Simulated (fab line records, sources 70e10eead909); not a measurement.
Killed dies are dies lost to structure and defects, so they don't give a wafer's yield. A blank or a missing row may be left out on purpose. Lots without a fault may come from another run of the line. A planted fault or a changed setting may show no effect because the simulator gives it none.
Tool commonality check | flow nand_harc | 13 lots, 39 wafers sampled

WHY IT WAS OPENED
At NHARC_P_GATE_CD_MEAS_59 the reading cd_nm is flagged on 1 of 13 lots. Wafers without a fault read 720.2 nm, standard deviation 2.7.
Rule: a lot is flagged when every wafer of it that has a number lies more than 4 standard deviations from that mean, or none has a number. The other lots count as sound.

lot  | measured     | on        | cd_nm (nm), wafer by wafer | flag
L488 | day 4 23:37  | cd_sem-03 | 722.0 717.9 719.3          |
L489 | day 5 08:50  | cd_sem-01 | 718.6 719.7 718.9          |
L491 | day 6 00:56  | cd_sem-01 | 777.6 777.6 783.4          | FLAGGED
L501 | day 8 12:36  | cd_sem-01 | 726.0 721.2 718.1          |
L500 | day 8 13:14  | cd_sem-01 | 715.6 718.1 720.0          |
L502 | day 9 03:17  | cd_sem-02 | 721.3 716.2 724.1          |
L506 | day 9 18:03  | cd_sem-03 | 716.9 718.4 720.5          |
L505 | day 9 18:44  | cd_sem-03 | 722.7 721.8 720.4          |
L508 | day 10 01:12 | cd_sem-03 | 719.3 717.8 720.4          |
L507 | day 10 01:34 | cd_sem-03 | 719.6 717.6 718.5          |
L509 | day 10 13:54 | cd_sem-01 | 720.0 721.9 725.1          |
L510 | day 10 19:10 | cd_sem-02 | 718.2 716.7 716.8          |
L511 | day 11 04:47 | cd_sem-01 | 720.2 723.2 721.0          |
The numbers of the flagged lots are 779.5 nm on average: +59.3 nm against the usual, or +22 standard deviations.

WHICH TOOL RAN EACH LOT
The record holds 1 process step before the reading, out of a route of 1159 steps. In each cell: the tool, then ch and the chambers that the sampled wafers went through, then the start.
lot  | flag    | NHARC_P_GATE_EXPOSE_56
L488 |         | krf_scanner-02 ch 0, day 4 23:28
L489 |         | krf_scanner-03 ch 0, day 5 08:41
L491 | FLAGGED | krf_scanner-03 ch 0, day 6 00:47
L501 |         | krf_scanner-03 ch 0, day 8 12:26
L500 |         | krf_scanner-01 ch 0, day 8 13:05
L502 |         | krf_scanner-02 ch 0, day 9 03:07
L506 |         | krf_scanner-03 ch 0, day 9 17:53
L505 |         | krf_scanner-03 ch 0, day 9 18:35
L508 |         | krf_scanner-03 ch 0, day 10 01:02
L507 |         | krf_scanner-03 ch 0, day 10 01:25
L509 |         | krf_scanner-01 ch 0, day 10 13:45
L510 |         | krf_scanner-01 ch 0, day 10 19:00
L511 |         | krf_scanner-03 ch 0, day 11 04:38
What these steps do:
- NHARC_P_GATE_EXPOSE_56: exposes mask P PSD, target cd 720 nm.
- NHARC_P_GATE_CD_MEAS_59: target cd 720 nm.

FLAGGED OVER TOTAL, TOOL BY TOOL (the gauges that took the reading come last)
step                    | tool           | lots run | flagged | share of the flagged lots | sound lots run after its first flagged lot
NHARC_P_GATE_EXPOSE_56  | krf_scanner-01 | 3        | 0       | none                      | -
NHARC_P_GATE_EXPOSE_56  | krf_scanner-02 | 2        | 0       | none                      | -
NHARC_P_GATE_EXPOSE_56  | krf_scanner-03 | 8        | 1       | all                       | 6 (L501,L506,L505,L508,L507,L511)
NHARC_P_GATE_CD_MEAS_59 | cd_sem-01      | 6        | 1       | all                       | 4 (L501,L500,L509,L511)
NHARC_P_GATE_CD_MEAS_59 | cd_sem-02      | 2        | 0       | none                      | -
NHARC_P_GATE_CD_MEAS_59 | cd_sem-03      | 5        | 0       | none                      | -

WHAT THE TABLE ALLOWS
2 rows of the table ran every flagged lot: krf_scanner-03 at NHARC_P_GATE_EXPOSE_56, cd_sem-01 at NHARC_P_GATE_CD_MEAS_59.
- krf_scanner-03 at NHARC_P_GATE_EXPOSE_56: 1 of its 8 lots flagged. Sound lots ran on it after the first flagged one (L501, L506, L505, L508, L507, L511), which a lasting fault on the whole tool wouldn't allow.
- cd_sem-01 at NHARC_P_GATE_CD_MEAS_59: 1 of its 6 lots flagged. Sound lots ran on it after the first flagged one (L501, L500, L509, L511), which a lasting fault on the whole tool wouldn't allow.
No row of the table ran every flagged lot and no sound lot after the first.

WHAT THE SIMULATOR HAD PUT IN
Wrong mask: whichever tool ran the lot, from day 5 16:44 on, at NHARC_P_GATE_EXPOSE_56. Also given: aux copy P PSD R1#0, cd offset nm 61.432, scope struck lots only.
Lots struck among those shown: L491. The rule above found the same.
